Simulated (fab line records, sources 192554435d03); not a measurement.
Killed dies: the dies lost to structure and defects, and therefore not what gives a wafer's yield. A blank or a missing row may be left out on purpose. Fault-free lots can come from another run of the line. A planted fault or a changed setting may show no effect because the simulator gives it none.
Matching of chambers    flow n5Finfet    N5_BEOL_M14_DESCUM_33 on rieDiel-02: 4 sister chambers
The step chemistry O2, time 7.9 s. 8 wafers are shown with their chamber, then 10 later ones without.

## WAFERS WITH THEIR CHAMBER
wafer   chamber  showerheadPlenumPTorr (Torr)  throttleValvePct (%)
L076.3  1        1.99                          20.32
L076.4  0        2.06                          20.28
L076.5  1        1.99                          20.34
L079.1  3        2.14                          19.90
L079.2  0        2.06                          20.28
L079.6  2        2.23                          20.35
L083.1  3        2.14                          19.93
L083.5  2        2.22                          20.36

## WAFERS WITHOUT THEIR CHAMBER
wafer   showerheadPlenumPTorr (Torr)  throttleValvePct (%)
L083.6  1.99                          20.35
L086.3  2.13                          19.93
L086.4  2.22                          20.40
L086.5  2.22                          20.40
L094.1  2.05                          19.91
L094.5  2.21                          20.44
L094.6  1.98                          20.39
L096.1  2.21                          20.43
L096.3  1.98                          20.39
L096.5  2.21                          20.44

## THE CHAMBER EACH PASSED THROUGH
wafer    from the rows above   in truth
L083.6   1                     1
L086.3   3                     3
L086.4   2                     2
L086.5   2                     2
L094.1   3                     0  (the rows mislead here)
L094.5   2                     2
L094.6   1                     1
L096.1   2                     2
L096.3   1                     1
L096.5   2                     2
9 of 10 placed correctly. Not placeable from these rows: 0. Wrongly placed: 1.
How it was worked out, from the rows above alone: a wafer's distance from a chamber is the root of the sum, over the readings, of the square of ((its reading less the chamber's mean) divided by the reading's scatter). The wafer belongs to the nearest chamber; if the next one is less than 2 further off, it can't be placed. For every chamber, the mean is computed from those of its wafers that are shown. How the scatter is found: for the shown wafers, subtract from each reading the mean of its chamber, square and add these, divide the total by (wafers less chambers), then take the root.
